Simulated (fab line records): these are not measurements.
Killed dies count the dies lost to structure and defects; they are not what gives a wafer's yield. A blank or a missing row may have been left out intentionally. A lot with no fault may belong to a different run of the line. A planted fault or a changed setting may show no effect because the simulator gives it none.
A struck lot beside a sound one ; flow n5_finfet ; 21 out of 1938 route steps
Sound: wafers L355.2, L355.3, L355.6. The struck wafers were L361.1, L361.3. Last of all comes the cause.
Order at every step that has rows: each side's tool, ch and its chambers, its first start. Under that, the readings that differ: sound wafers ; struck wafers ; difference of the means ; sigmas: that difference in standard deviations of wafers without a fault.
alike: same words and numbers on both sides, and readings whose means sit less than 2 such deviations apart. not compared: any withheld reading, any reading some wafer has no value for, any bound like >300 that may hide the same value, and any number with overlapping values for which the record gives no deviation.
A row with sigmas, a row that says differs or no value, or rows on one side alone: a step with any of these is where the two part. Non-overlapping numbers with no deviation appear without sigmas and do not part them. A reading missing from all wafers of one side parts the sides only when that side holds two or more wafers.

first, 8 steps without rows for these wafers: N5_BEOL_M13_COAT_58 (time 60 s, resist thk 89 nm); N5_BEOL_M13_COAT_04 (resist thk 400 nm); N5_BEOL_M13_EBR_06; N5_BEOL_M13_SOFTBAKE_05 (time 60 s); N5_BEOL_M13_EXPOSE_07 (exposes mask V12); N5_BEOL_M13_PEB_08 (peb time 90 s); N5_BEOL_M13_DEVELOP_09 (develop time 45 s); N5_BEOL_M13_HARDBAKE_14 (time 120 s).
N5_BEOL_M13_CD_MEAS_10: the cd target is 190 nm.
  sound on cd_sem-01 ch 0, day 12 06:25; struck on cd_sem-03 ch 0, day 13 23:45
  alike: cd_nm
N5_BEOL_M13_OVL_MEAS_11:
  sound on overlay-01 ch 0, day 12 06:26; struck on overlay-02 ch 0, day 13 23:47
  alike: V12_OVL
N5_BEOL_M13_INSPECT_12: inspects for defects (macro).
  struck on defect_inspect-01, day 13 23:48; sound on defect_inspect-02, day 12 06:28
  alike: raw_defect_count
N5_BEOL_M13_DESCUM_15: chemistry O2, time 7.9 s.
  sound on rie_diel-01 ch 1,2,3, day 12 06:29; struck on rie_diel-01 ch 0,3, day 13 23:50
  alike: drypump_motor_current_A, oes_product_au, rf_vpp_V, showerhead_plenum_p_Torr, throttle_valve_pct
  not compared: rf_hours_counter_h
N5_BEOL_M13_ETCH_59: etches BARC in N2/H2, target depth 89 nm, overetch 26.7 nm, time 67.9 s.
  sound on rie_diel-01 ch 1,2,3, day 12 06:32; struck on rie_diel-01 ch 0,3, day 13 23:52
reading;sound;struck;difference;sigmas
model.coat_of_BEOL_M13_COAT_04.thk_nm (nm);316 318.2 316.8;295.2 299;-19.9;
  alike: drypump_motor_current_A, n2_flow_sccm, oes_product_au, rf_vpp_V, showerhead_plenum_p_Torr, throttle_valve_pct
  not compared: rf_hours_counter_h
N5_BEOL_M13_VIA_ETCH_16: etches SiOC in C4F8/O2/Ar, target depth 921.7 nm.
  sound on rie_diel-01 ch 1,2,3, day 12 06:35; struck on rie_diel-01 ch 0,3, day 13 23:55
reading;sound;struck;difference;sigmas
model.coat_of_BEOL_M13_COAT_04.thk_nm (nm);71.4 75 68.6;48.8 56.2;-19.2;
  alike: drypump_motor_current_A, oes_product_au, rf_vpp_V, showerhead_plenum_p_Torr, throttle_valve_pct
N5_BEOL_M13_STRIP_63: strips in N2/H2.
  sound on plasma_asher-02 ch 0,1, day 12 06:49; struck on plasma_asher-02 ch 0, day 14 00:10
reading;sound;struck;difference;sigmas
n2_flow_sccm (sccm);1737 1753 1743;1759 1753;+12;+2
strip_time_to_endpoint_s (s);28.1 29.1 27.3;21.2 23.5;-5.8;-6
  alike: drypump_motor_current_A, heater_power_w, oes_product_au
  not compared: rf_hours_counter_h
N5_BEOL_M13_STRIP_64: strips in N2/H2.
  sound on plasma_asher-02 ch 0,1, day 12 06:52; struck on plasma_asher-02 ch 0, day 14 00:13
  alike: drypump_motor_current_A, heater_power_w, n2_flow_sccm, oes_product_au, strip_time_to_endpoint_s
  not compared: rf_hours_counter_h
then, 2 steps without rows for these wafers: N5_BEOL_M13_STRIP_71 (strips in post etch residue remover, time 60 s); N5_BEOL_M13_SRD_72 (time 30 s, dry time 30 s).
N5_BEOL_M13_CD_MEAS_17: the cd target is 190 nm.
  struck on cd_sem-03, day 14 00:22; sound on cd_sem-02, day 12 07:01
reading;sound;struck;difference;sigmas
cd_nm (nm);188.1 187.7 187.2;194.1 192.6;+5.7;+4
then, 2 steps without rows for these wafers: N5_BEOL_M13_COAT_65 (time 60 s, resist thk 350 nm); N5_PASSIVATION_PROBE_49.

WHERE THEY PART
Earliest at N5_BEOL_M13_STRIP_63; latest, in this record, at N5_BEOL_M13_CD_MEAS_17.

WHY: whatever the simulator had introduced
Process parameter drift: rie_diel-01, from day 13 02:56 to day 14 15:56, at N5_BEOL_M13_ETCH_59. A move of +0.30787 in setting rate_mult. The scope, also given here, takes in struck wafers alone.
